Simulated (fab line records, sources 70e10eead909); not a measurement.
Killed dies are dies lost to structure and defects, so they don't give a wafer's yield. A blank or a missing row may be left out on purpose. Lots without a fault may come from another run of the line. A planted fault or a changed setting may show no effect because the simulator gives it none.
Problem report in the 8D (eight disciplines) form, filled by code | flow nand_harc | the parts of the form that need people (team, actions taken, sign-off) are left out

1. THE PROBLEM
run_length_s at NHARC_P_BONDPAD_DESCUM_11 reads a mean of 25.7 s on 6 wafers of 2 lots; wafers without a fault read 23.9 s with a standard deviation of 0.31. That is +5.9 standard deviations from the usual mean.
The step: chemistry O2, time 3 s.
First seen on wafer L109.3, day 10 18:10, on rie_diel-13. The record holds 33 wafers of 11 lots with a number at this step. Rule for "out", or "out of limits": more than 4 standard deviations from the usual mean. The other wafers with a number count as sound.

2. WHAT IT IS AND WHAT IT IS NOT
question                    | is                     | is not
which readings at this step | run_length_s           | drypump_motor_current_A, oes_product_au, showerhead_plenum_p_Torr, throttle_valve_pct
which lots                  | L109, L111             | L100, L101, L103, L110, L114, L991, L993, L995, L998
which wafers of those lots  | all that have a number | -
read on which tools         | rie_diel-13            | rie_diel-01
when                        | from day 10 18:10      | up to then (21 sound wafers); but 6 sound wafers of L110, L114 came after

3. SUSPECTS, AND WHAT RULES EACH OUT
Counting: a tool at a process step up to the reading stays a suspect if it ran every lot that is out and no sound lot after the first of them.
- rie_diel-13 at NHARC_P_BONDPAD_DESCUM_11 (chemistry O2, time 3 s): kept. It ran every lot that is out, first L109 (day 10 18:10), and no sound lot after that; its last sound lot up to then is L103 (day 9 16:11). Its own readings are out on those wafers: run_length_s.
Left after counting: rie_diel-13 at NHARC_P_BONDPAD_DESCUM_11.

4. THE CAUSE (what the simulator had put in)
Process parameter drift: rie_diel-13, from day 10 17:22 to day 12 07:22, at NHARC_P_BONDPAD_DESCUM_11. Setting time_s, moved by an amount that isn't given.
Counting left only this tool.

5. THE CHAIN OF EFFECTS, in route order
Each row: a reading whose mean over the struck wafers that have a number lies more than 3 standard deviations from the usual. Only readings for which the record gives a usual standard deviation are gone through. hours: the time from each lot's start at the first step in this table that gives one to its start at this step, as a median over the lots. sigmas: the change in usual standard deviations.
hours | step                      | reading      | usual  | on struck wafers | change | sigmas
0     | NHARC_P_BONDPAD_DESCUM_11 | run_length_s | 23.9 s | 25.7             | +1.8   | +5.9
The process steps in it:
- NHARC_P_BONDPAD_DESCUM_11: chemistry O2, time 3 s.
Later measuring or inspecting steps at which every struck wafer that the step has a row for has a number for every such reading, and none has moved that far: NHARC_END_SORT_01.

6. WHAT WOULD HAVE CAUGHT IT SOONER
In this record the first reading out of limits was taken at day 10 18:10, 1 hour after the fault began at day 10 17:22.
